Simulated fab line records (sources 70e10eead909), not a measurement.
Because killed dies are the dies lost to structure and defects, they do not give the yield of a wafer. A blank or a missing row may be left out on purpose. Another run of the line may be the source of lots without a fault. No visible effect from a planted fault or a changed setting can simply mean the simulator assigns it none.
Problem report in the 8D (eight disciplines) form, filled by code / flow nand_harc / the parts of the form that need people (team, actions taken, sign-off) are left out

## 1. THE ISSUE
At NHARC_A_ONON_D2_THK_MEAS_11, thk_nm averages 1419 nm over 6 wafers from 2 lots, while fault-free wafers read 1001 nm, standard deviation 11. Measured from the usual mean, that is +38 standard deviations.
The step: measures by ellipsometry.
Seen first at day 21 22:51 on film_metro-02, wafer L750.2. The record holds 42 wafers of 14 lots with a number at this step. Rule for "out", or "out of limits": more than 4 standard deviations from the usual mean. All remaining wafers that have a number are taken as sound.

## 2. WHAT IT IS AND WHAT IT IS NOT
question=which readings at this step; is=thk_nm; is not=-
question=which lots; is=L750, L752; is not=L729, L731, L734, L735, L736, L737, L738, L739, L740, L741, L742, L743
question=which wafers of those lots; is=all that have a number; is not=-
question=read on which gauges; is=film_metro-01, film_metro-02; is not=-
question=when; is=from day 21 22:51; is not=up to then (36 sound wafers)

## 3. WHAT RULES OUT EACH SUSPECT
Counting: a tool at any process step up to the reading remains a suspect when it ran all the lots that are out and ran no sound lot after the first of those.
- the gauge at NHARC_A_ONON_D2_THK_MEAS_11 has been ruled out. 2 gauges (film_metro-01, film_metro-02) read the wafers that are out.
- pecvd_onon-03 at NHARC_A_ONON_D2_DEP_09 (target thk 1000 nm): kept. All lots that are out passed through it, beginning with L750 at day 21 22:23, and no sound lot followed; its final sound lot before that point was L741 at day 17 05:17.
Left after counting: pecvd_onon-03 at NHARC_A_ONON_D2_DEP_09.

## 4. THE CAUSE (what the simulator had put in)
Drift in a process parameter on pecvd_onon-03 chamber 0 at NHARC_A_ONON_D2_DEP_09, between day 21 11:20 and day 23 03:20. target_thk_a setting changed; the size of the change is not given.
Only this tool survived the counting.

## 5. THE CHAIN OF EFFECTS, in route order
Each row: a reading whose mean over the struck wafers that have a number lies more than 3 standard deviations from the usual. Readings are gone through only where the record gives a usual standard deviation; hours: the median, over the lots, of the time from a lot's start at the first step in this table giving one to that lot's start at this step; sigmas: the change measured in usual standard deviations.
hours=0; step=NHARC_A_ONON_D2_THK_MEAS_11; reading=thk_nm; usual=1001 nm; on struck wafers=1419; change=+418; sigmas=+38
hours=280; step=NHARC_END_SORT_01; reading=killed_at_array; usual=56; on struck wafers=671; change=+615; sigmas=+29
hours=280; step=NHARC_END_SORT_01; reading=killed_dies; usual=61; on struck wafers=677; change=+616; sigmas=+29

## 6. WHAT WOULD HAVE CAUGHT IT SOONER
12 hours passed between the start of the fault at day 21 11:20 and the first reading out of limits at a measuring or inspecting step in this record, taken at day 21 22:51.
L752, from the lots that are out (2), started NHARC_A_ONON_D2_DEP_09 on pecvd_onon-03 later than day 21 22:51. Had the tool been put on hold then, it would have been spared.
